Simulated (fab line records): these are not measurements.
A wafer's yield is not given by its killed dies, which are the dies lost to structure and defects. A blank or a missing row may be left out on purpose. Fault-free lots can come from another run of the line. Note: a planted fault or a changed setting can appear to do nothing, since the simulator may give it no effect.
Which of the tools did it? + flow n5 finfet + 9 lots with 27 wafers sampled at 3 steps, on a route of 1938 steps

== WHAT THE GAUGES READ, wafer by wafer ==
N5_BEOL_M9_OVL_MEAS_29.
| lot  | measured     | on         | V8_OVL (nm)    |
|------|--------------|------------|----------------|
| L724 | day 10 23:25 | overlay-01 | 0.3 1.2 0.4    |
| L727 | day 11 06:58 | overlay-01 | 0.3 0.2 -0.4   |
| L729 | day 12 04:38 | overlay-02 | 1.1 0.8 0.5    |
| L733 | day 13 13:01 | overlay-02 | 0.5 0.1 0.7    |
| L736 | day 13 19:44 | overlay-01 | 0.1 0.9 0.4    |
| L735 | day 13 21:32 | overlay-02 | 6.0 5.2 5.4    |
| L740 | day 14 11:05 | overlay-01 | 4.1 4.6 5.0    |
| L743 | day 16 04:23 | overlay-02 | 0.5 0.3 -0.4   |
| L746 | day 17 00:48 | overlay-01 | -0.3 -1.4 -0.1 |

== EACH LOT AND THE TOOL THAT RAN IT (in order: tool; ch and the chambers of the sampled wafers; start) ==
| lot  | N5_BEOL_M9_DESCUM_16               | N5_BEOL_M9_EXPOSE_25              |
|------|------------------------------------|-----------------------------------|
| L724 | rie diel-04 ch 1,2, day 10 22:35   | euv scanner-01 ch 0, day 10 23:15 |
| L727 | rie diel-05 ch 0,1, day 11 04:25   | euv scanner-01 ch 0, day 11 06:49 |
| L729 | rie diel-03 ch 1,2,3, day 12 00:38 | euv scanner-01 ch 0, day 12 04:29 |
| L733 | rie diel-03 ch 0,2,3, day 13 10:28 | euv scanner-01 ch 0, day 13 12:52 |
| L736 | rie diel-03 ch 0,2,3, day 13 18:25 | euv scanner-02 ch 0, day 13 19:34 |
| L735 | rie diel-05 ch 0,3, day 13 19:58   | euv scanner-01 ch 0, day 13 21:23 |
| L740 | rie diel-03 ch 0,1,3, day 14 08:10 | euv scanner-01 ch 0, day 14 10:56 |
| L743 | rie diel-04 ch 0,2, day 16 02:53   | euv scanner-02 ch 0, day 16 04:13 |
| L746 | rie diel-04 ch 1,3, day 16 22:47   | euv scanner-02 ch 0, day 17 00:38 |
- N5_BEOL_M9_DESCUM_16: chemistry O2, time 7.9 s.
- N5_BEOL_M9_EXPOSE_25: exposes mask V8.

== THE ANSWER, worked out from the rows above alone ==
Rule: the lots themselves supply what counts as usual. Put in order of their means at a reading, lots are off if they are a third of the lots or fewer, leave a main group of 4 or more, and stand apart from it by a gap of 3 or more times the standard deviation of the main group's means; of several such gaps the widest counts. The tables above print the reading to a certain number of digits; a main group whose means all agree to those digits is not used. Also off: a lot with no number at a reading for which 4 or more lots have one. All remaining lots with rows at the step are treated as sound.
Off: at N5_BEOL_M9_OVL_MEAS_29 (V8_OVL), L735, L740. Mean 0.3 nm and standard deviation 0.43 in the main group.
A tool fits if, at a process step before that reading, it ran every lot that is off, and no sound lot after the first of them. Those tools and the gauges at N5_BEOL_M9_OVL_MEAS_29 are tried in the same way. One fits: N5_BEOL_M9_EXPOSE_25 on euv scanner-01. A fault onset in the window from L733 (day 13 12:52, its last sound lot) to L735 (day 13 21:23, its first lot off) fits.

== WHAT THE SIMULATOR HAD PUT IN ==
Scanner matching overlay: euv scanner-01, from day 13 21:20 on, at N5_BEOL_M9_EXPOSE_25. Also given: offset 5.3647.
Struck lots among those shown: L735, L740. The rule above reached the same finding.
